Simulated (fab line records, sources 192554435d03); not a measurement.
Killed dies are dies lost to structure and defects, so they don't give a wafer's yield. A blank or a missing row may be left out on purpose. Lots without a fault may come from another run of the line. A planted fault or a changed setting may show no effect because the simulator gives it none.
Chamber matching | flow n5_finfet | N5_MOL_CONTACT_COAG_STRIP_98 on rie_diel-02: 4 sister chambers
The step strips in N2/H2. 8 wafers are shown with their chamber, then 8 later ones without.

WAFERS WITH THEIR CHAMBER
wafer  | chamber | showerhead_plenum_p_Torr (Torr) | throttle_valve_pct (%)
L086.6 | 1       | 3.49                            | 18.88
L090.3 | 1       | 3.48                            | 18.89
L090.5 | 3       | 3.23                            | 19.11
L090.6 | 0       | 3.21                            | 18.69
L091.1 | 0       | 3.21                            | 18.70
L091.2 | 2       | 3.53                            | 19.27
L091.3 | 3       | 3.23                            | 19.12
L095.4 | 2       | 3.53                            | 19.33

WAFERS WITHOUT THEIR CHAMBER
wafer  | showerhead_plenum_p_Torr (Torr) | throttle_valve_pct (%)
L095.5 | 3.22                            | 19.10
L095.6 | 3.53                            | 19.30
L096.3 | 3.48                            | 18.96
L096.4 | 3.20                            | 18.73
L096.6 | 3.52                            | 19.27
L097.3 | 3.22                            | 19.15
L097.4 | 3.20                            | 18.72
L097.5 | 3.20                            | 18.70

WHICH CHAMBER EACH WENT THROUGH
wafer  | from the rows above | in truth
L095.5 | 3                   | 3
L095.6 | 2                   | 2
L096.3 | 1                   | 1
L096.4 | 0                   | 0
L096.6 | 2                   | 2
L097.3 | 3                   | 3
L097.4 | 0                   | 0
L097.5 | 0                   | 0
Placed correctly: 8 of 8. Can't be placed from these rows: 0. Placed wrongly: 0.
How it was worked out, from the rows above alone: a wafer's distance from a chamber is the root of the sum, over the readings, of the square of ((its reading less the chamber's mean) divided by the reading's scatter). The wafer belongs to the nearest chamber; if the next one is less than 2 further off, it can't be placed. A chamber's mean is the mean of its shown wafers. The scatter: the root of (the sum of the squares of (reading less its chamber's mean) over the shown wafers, divided by (wafers less chambers)).
